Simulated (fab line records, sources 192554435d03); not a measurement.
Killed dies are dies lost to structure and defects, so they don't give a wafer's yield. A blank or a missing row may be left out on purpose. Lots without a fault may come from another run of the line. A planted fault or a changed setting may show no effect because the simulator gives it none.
fab line records | flow n5_finfet
record lots=4 wafers=12 last_day=18
route steps=1938 shown BEOL_M15@1819 PASS1_DEP@1831 MIM_BOT@1832 MIM_TOP@1834 MIM_TOP_LITHO@1839 MIM_TOP_ETCH@1851 MIM_BOT_LITHO@1854 MIM_BOT_ETCH@1868 PASSIVATION@1936
lots that met no fault: from a run of the same line without faults
start_h: hours from the record's first day to the start of the lot's first wafer shown | wait_h: hours since the lot's step before | " the same as in the row above | L1.1+2: a row that stands for several wafers | - no value, or no start given | * or withheld: withheld | < > ~ a bound
route shown NAME@n: a module of which the file shows steps, and the number in the route of the first | usual: mean/standard deviation of fault-free wafers | same: alike in all rows | chamber/n: place in a boat | sites: the reading at each site | _std_site: their standard deviation | _edge_site: outer sites' mean less inner sites' | radius_mm: how far each site lies from the wafer's centre | mask NAME#n: copy n | behind: the tool/chamber that last shaped the wafer | hold: why the lot was held/for how many hours/how that ended | device: the transistor (n, p or np) that didn't switch | end of line: the same wafers' tests at the end of the route | a step without rows: its recipe alone | killed: dies lost to structure and defects at the first sort, not the wafer's yield | map: a wafer's dies, x killed, . not, _ none there
set.NAME: the setting as run; set.NAME@STEP: as run at that earlier step | model.NAME: the simulator's own value behind a step, which no gauge read
lots at some steps of the route; a table a step, a row a wafer
services: from which hour (start_h, from the record's first day; less than 0 if before it) a tool's chamber was out of use, for how many hours, and why
## steps
# step N5_BEOL_M15_SPUTTER_43
# recipe material=TaN target_thk_a=150 temp_c=50 bias_v=168.6 power_w=15000 chamber_pressure_pa=0.12 time_s=24.19
# step N5_BEOL_M15_SPUTTER_44
# recipe material=Ta target_thk_a=150 temp_c=50 bias_v=80 power_w=15000 chamber_pressure_pa=0.07 time_s=24.19
# step N5_BEOL_M15_SPUTTER_45
# recipe material=Cu target_thk_a=1000 temp_c=-20 bias_v=60 power_w=26000 chamber_pressure_pa=0.13 time_s=16.67
# step N5_BEOL_M15_ECD_47
# recipe material=Cu target_thk_a=18600
# step N5_BEOL_M15_ANNEAL_48
# recipe temp_c=225 time_s=90 ambient=N2
# step N5_BEOL_M15_CMP_49
# recipe stop_on=SiO2 t_overpolish_s=4.9 down_force_psi=2 platen_rpm=80 clearing_platen_down_force_psi=2 clearing_platen_rpm=80 post_cmp_clean=cu_alkaline target_thk_nm=850 clearing_platen_pad_velocity_m_s=1.5917 pad_velocity_m_s=1.5917
# step N5_BEOL_M15_PRE_CLEAN_52
# recipe gas=NH3 time_s=15 temp_c=withheld rf_power_w=300
# step N5_BEOL_M15_DEP_53
# recipe material=SiCN target_thk_a=500 temp_c=withheld precursor=3MS/NH3 pressure_torr=3 rf_w=675 time_s=17.8
# step N5_PASSIVATION_PECVD_00
# recipe material=SiO2 target_thk_a=2000 temp_c=400 precursor=SiH4/N2O pressure_torr=2.7 rf_w=608 time_s=11.2
# usual chamber_pressure_Torr=2.701/0.0052 heater_power_outer_w=389/55 heater_power_w=687/100 showerhead_plenum_p_Torr=8.17/0.048 throttle_valve_pct=52/3.9
# columns lot.wafer tool chamber start_h wait_h chamber_pressure_Torr heater_power_outer_w heater_power_w showerhead_plenum_p_Torr throttle_valve_pct model.SiO2_of_PASSIVATION_PECVD_00.thk_nm
L337.3 pecvd-01 2 273.68 0.5 2.697 371 676 8.16 47 196.2
L337.4 " 1 " " 2.701 472 710 8.21 55 198.6
L337.5 " 2 " " 2.699 400 672 8.13 47 200
L344.1 pecvd-01 1 324.04 0.8 2.691 464 709 8.22 55 199.4
L344.3 " 2 " " 2.704 437 734 8.13 48 208.8
L344.6 " 0 " " 2.697 453 857 8.20 58 210.2
L340.2 pecvd-01 0 344.44 0.7 2.704 489 919 8.18 58 202.2
L340.5 " 1 " " 2.696 374 580 8.21 55 202
L340.6 " 2 " " 2.706 387 702 8.14 47 209.6
L357.1 pecvd-02 1 406.90 0.8 2.703 396 666 8.13 45 200.2
L357.4 " 0 " " 2.699 427 771 8.20 54 203.2
L357.5 " 1 " " 2.705 390 679 8.16 45 200.2
# step N5_MIM_BOT_DEGAS_01
# recipe ambient=vacuum temp_c=300 time_s=60
# step N5_MIM_BOT_SPUTTER_00
# recipe material=TiN target_thk_a=350 temp_c=200 power_w=3000 chamber_pressure_pa=0.49996 gas=Ar reactive_partial_pa=0.37997 time_s=89.7
# step N5_MIM_TOP_ALD_00
# recipe material=Al2O3 target_thk_a=* temp_c=withheld ald_precursor_family=TMA ald_co_reactant=O3 pulse_time_s=withheld purge_time_s=3 co_reactant_purge_time_s=withheld co_reactant_pulse_time_s=3 ald_cycles=withheld
# step N5_MIM_TOP_ALD_01
# recipe material=HfO2 target_thk_a=56 temp_c=withheld ald_precursor_family=Hf-amide ald_co_reactant=O3 pulse_time_s=1 purge_time_s=3 co_reactant_purge_time_s=2 co_reactant_pulse_time_s=3 ald_cycles=62
# step N5_MIM_TOP_ALD_02
# recipe material=Al2O3 target_thk_a=* temp_c=withheld ald_precursor_family=TMA ald_co_reactant=O3 pulse_time_s=withheld purge_time_s=3 co_reactant_purge_time_s=withheld co_reactant_pulse_time_s=3 ald_cycles=withheld
# step N5_MIM_TOP_DEGAS_04
# recipe ambient=vacuum temp_c=300 time_s=60
# step N5_MIM_TOP_SPUTTER_03
# recipe material=TiN target_thk_a=350 temp_c=200 power_w=3000 chamber_pressure_pa=0.49996 gas=Ar reactive_partial_pa=0.37997 time_s=89.7
# step N5_MIM_TOP_LITHO_HMDS_01
# recipe time_s=60 temp_c=120
# step N5_MIM_TOP_LITHO_COAT_02
# recipe spin_rpm=* resist_thk_nm=*
# step N5_MIM_TOP_LITHO_EBR_04
# recipe solvent=PGMEA ebr_width_mm=1.5
# step N5_MIM_TOP_LITHO_SOFTBAKE_03
# recipe temp_c=100 time_s=90
# step N5_MIM_TOP_LITHO_EXPOSE_05
# recipe mask_id=MIM_TOP na=0.55 source_shape=conventional sigma_outer=0.8 polarization=unpolarized target_cd_nm=2000 dose_mj=20.5
# step N5_MIM_TOP_LITHO_PEB_06
# recipe peb_temp_c=withheld peb_time_s=*
# step N5_MIM_TOP_LITHO_DEVELOP_07
# recipe develop_time_s=60 rinse_liquid=diw dry=air_spin dev_temp_c=21
# step N5_MIM_TOP_LITHO_HARDBAKE_09
# recipe temp_c=130 time_s=120
# step N5_MIM_TOP_LITHO_DESCUM_10
# recipe chemistry=O2 time_s=7.9 source_power_w=50 bias_power_w=20 pressure_mtorr=20 rf_frequency_hz=2.712e+07 temp_c=40 o2_flow_sccm=225
# step N5_MIM_TOP_ETCH_ETCH_00
# recipe chemistry=Cl2/BCl3 target=TiN target_depth_a=385 ion_energy_ev=150 pressure_mtorr=10 icp_w=1000 bias_w=126 Cl2_flow_sccm=53.25 bcl3_flow_sccm=21.75 Ar_flow_sccm=25
# step N5_MIM_TOP_ETCH_STRIP_01
# recipe chemistry=O2 power_w=600 temp_c=60 pressure_mtorr=30 rf_frequency_hz=6e+07 bias_power_w=0 overash_fraction=0.5 o2_flow_sccm=225
# step N5_MIM_TOP_ETCH_PECVD_03
# recipe material=SiNx target_thk_a=200 temp_c=400 precursor=SiH4/NH3/N2 pressure_torr=1.5 rf_w=300 time_s=17.6
# step N5_MIM_BOT_LITHO_HMDS_01
# recipe time_s=60 temp_c=120
# step N5_MIM_BOT_LITHO_COAT_02
# recipe spin_rpm=* resist_thk_nm=*
# step N5_MIM_BOT_LITHO_EBR_04
# recipe solvent=PGMEA ebr_width_mm=1.5
# step N5_MIM_BOT_LITHO_SOFTBAKE_03
# recipe temp_c=100 time_s=90
# step N5_MIM_BOT_LITHO_EXPOSE_05
# recipe mask_id=MIM_BOT na=0.55 source_shape=conventional sigma_outer=0.8 polarization=unpolarized dose_mj=24.25
# step N5_MIM_BOT_LITHO_PEB_06
# recipe peb_temp_c=withheld peb_time_s=*
# step N5_MIM_BOT_LITHO_DEVELOP_07
# recipe develop_time_s=60 rinse_liquid=diw dry=air_spin dev_temp_c=21
# step N5_MIM_BOT_ETCH_ETCH_00
# recipe chemistry=Cl2/BCl3 target=TiN target_depth_a=455 ion_energy_ev=150 pressure_mtorr=10 icp_w=1000 bias_w=126 Cl2_flow_sccm=53.25 bcl3_flow_sccm=21.75 Ar_flow_sccm=25
# usual drypump_motor_current_A=5.92/0.23 oes_product_au=0.83/0.078 throttle_valve_pct=21.89/0.16
# columns lot.wafer tool chamber start_h wait_h drypump_motor_current_A oes_product_au rf_hours_counter_h throttle_valve_pct model.SiO2_of_PASSIVATION_PECVD_00.thk_nm
L337.3 rie_metal-03 0 277.02 0.1 6.05 0.83 - 22.16 193.6
L337.4 " 1 " " 5.82 0.85 - 21.74 196
L337.5 " 0 " " 6.08 0.83 - 22.18 197.6
L344.1 rie_metal-02 1 329.43 0.1 5.50 0.80 30 21.96 196.8
L344.3 " 0 " " 6.00 0.83 - 21.98 206.2
L344.6 " 0 " " 5.96 0.84 - 22.00 207.6
L340.2 rie_metal-02 0 348.27 0.1 5.98 0.83 27 21.99 199.6
L340.5 " 1 " " 5.52 0.79 - 21.96 199.4
L340.6 " 0 " " 6.01 0.84 - 21.99 207
L357.1 rie_metal-01 1 413.26 0.1 5.90 0.89 11 21.77 197.6
L357.4 " 0 " " 6.25 0.96 - 21.61 200.6
L357.5 " 1 " " 5.90 0.90 - 21.78 197.6
# step N5_PASSIVATION_PROBE_49
# usual defect_limited_yield=91.2/1.2 killed_at_M0_to_M3=34/9.9 killed_at_M4_up=14/5.7 killed_at_contacts=13/6.3 killed_at_front_end=39/9.9 killed_at_other=3.7/2.8 killed_dies=104/15 killed_open=68/12 killed_short=34/6.7 sort_bin_5_function=5.2/0.9 sort_bin_6_memory=3.3/0.57 sort_n_pass=1076/15 sort_yield_pct=91.2/1.2
# same gross_dies=1180 killed_at_back_side=0 sort_bin_4_leakage[%]=0 sort_bin_8_speed[%]=0
# columns lot.wafer tool chamber start_h wait_h defect_limited_yield[%] killed_at_M0_to_M3 killed_at_M4_up killed_at_contacts killed_at_front_end killed_at_other killed_dies killed_open killed_short sort_bin_5_function[%] sort_bin_6_memory[%] sort_n_pass sort_yield_pct[%]
L340.2 prober-02 - 356.61 0.1 91.9 43 7 12 31 2 95 62 32 5.0 2.9 1085 91.9
L340.5 prober-02 - 356.76 0.2 89.0 55 9 26 38 2 130 81 47 7.2 3.6 1050 89.0
L340.6 prober-02 - 356.81 0.3 92.0 39 14 5 35 1 94 62 31 4.7 2.9 1086 92.0
# killed by level:class
L340.2 MOL_CONTACT_COAG:geometric_particle:open=10 BEOL_M0_SAQP:geometric_particle:short=10 BEOL_M0_SAQP:geometric_particle:open=9 GATE_CUT:geometric_particle:short=7 BEOL_M1:geometric_particle:open=7 BEOL_M3:geometric_particle:open=6 BEOL_M2:geometric_particle:open=4 BEOL_M7:geometric_particle:open=4
L340.5 MOL_CONTACT_COAG:geometric_particle:open=21 BEOL_M0_SAQP:geometric_particle:short=18 BEOL_M2:geometric_particle:open=17 STI_FIN_REVEAL:geometric_particle:open=13 BEOL_M0_SAQP:geometric_particle:open=7 DUMMY_GATE:geometric_particle:open=6 MOL_CONTACT_COAG:geometric_particle:short=4 BEOL_M3:geometric_particle:short=4
L340.6 BEOL_M0_SAQP:geometric_particle:open=13 STI_FIN_REVEAL:geometric_particle:open=10 BEOL_M0_SAQP:geometric_particle:short=8 BEOL_M3:geometric_particle:open=5 BEOL_M4:geometric_particle:open=5 FIN_SAQP:geometric_particle:short=4 DUMMY_GATE:geometric_particle:open=4 GATE_CUT:geometric_particle:short=4
## services
# columns tool chamber start_h hours kind
pecvd-01 1 274.64 2.1 scheduled_down
pecvd-02 1 279.00 5.5 scheduled_down
rie_metal-03 0 292.78 9.7 repair
rie_metal-01 1 294.48 - clean
rie_metal-01 1 294.48 18.5 scheduled_down
rie_metal-01 1 294.48 18.5 vent_cycle
pecvd-02 1 313.79 - clean
pecvd-02 1 313.79 29.5 scheduled_down
pecvd-02 1 313.79 29.5 vent_cycle
pecvd-01 0 332.94 3.8 repair
pecvd-01 - 333.07 1.1 repair
pecvd-02 2 343.29 5.0 scheduled_down
rie_metal-02 1 350.56 29.3 repair
pecvd-01 - 362.84 2.8 pm
rie_metal-01 0 363.59 - clean
rie_metal-01 0 363.59 23.2 scheduled_down
rie_metal-01 0 363.59 23.2 vent_cycle
pecvd-01 2 392.11 5.6 repair
pecvd-02 1 401.13 5.0 scheduled_down
pecvd-01 0 402.29 9.7 repair
rie_metal-01 - 402.48 0.6 repair
## key
first_sign none at tools or gauges
model_effect step=N5_PASSIVATION_PECVD_00 value=SiO2_of_PASSIVATION_PECVD_00.thk_nm without=203.3 struck=209.5
model_effect step=N5_MIM_BOT_ETCH_ETCH_00 value=SiO2_of_PASSIVATION_PECVD_00.thk_nm without=200.7 struck=206.9
met_at N5_PASSIVATION_PECVD_00
struck_wafers L340.6,L344.3,L344.6
onset_between 273.68 324.04
fault kind=process_parameter_drift tool=pecvd-01 chamber=- onset_h=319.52 steps=N5_PASSIVATION_PECVD_00 channel=time_s offset=* shape=step end_h=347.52 scope=struck_wafers_only acts_in=* stated=*
